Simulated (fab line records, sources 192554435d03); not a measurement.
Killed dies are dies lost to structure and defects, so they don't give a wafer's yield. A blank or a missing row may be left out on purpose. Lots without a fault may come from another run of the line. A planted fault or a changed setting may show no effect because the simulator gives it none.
Chamber matching | flow n5_finfet | N5_HKMG_FIN_ETCH_67 on rie_diel-04: 4 sister chambers
The step etches SOC in N2/H2, stops on TiN, target depth 388.9 nm. 4 wafers are shown with their chamber, then 10 later ones without.

WAFERS WITH THEIR CHAMBER
wafer  | chamber | showerhead_plenum_p_Torr (Torr)
L081.4 | 1       | 2.40
L089.5 | 2       | 2.45
L089.6 | 0       | 2.50
L090.5 | 3       | 2.61

WAFERS WITHOUT THEIR CHAMBER
wafer  | showerhead_plenum_p_Torr (Torr)
L090.6 | 2.50
L091.4 | 2.71
L091.5 | 2.61
L091.6 | 2.45
L092.2 | 2.61
L092.3 | 2.71
L092.5 | 2.61
L096.3 | 2.50
L096.5 | 2.50
L096.6 | 2.71

WHICH CHAMBER EACH WENT THROUGH
wafer  | from the rows above          | in truth
L090.6 | can't be placed: 0 or 2 or 1 | 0
L091.4 | 3                            | 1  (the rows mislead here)
L091.5 | 3                            | 3
L091.6 | can't be placed: 2 or 0 or 1 | 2
L092.2 | 3                            | 3
L092.3 | 3                            | 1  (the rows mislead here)
L092.5 | 3                            | 3
L096.3 | can't be placed: 0 or 2 or 1 | 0
L096.5 | can't be placed: 0 or 2 or 1 | 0
L096.6 | 3                            | 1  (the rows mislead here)
Placed correctly: 3 of 10. Can't be placed from these rows: 4 (the true chamber is among the candidates in 4). Placed wrongly: 3.
How it was worked out, from the rows above alone: a wafer's distance from a chamber is the root of the sum, over the readings, of the square of ((its reading less the chamber's mean) divided by the reading's scatter). The wafer belongs to the nearest chamber; if the next one is less than 2 further off, it can't be placed. A chamber's mean is the mean of its shown wafers. The scatter: with one shown wafer a chamber, the root of the mean of the squares of how far each hidden wafer lies from its nearest shown one.
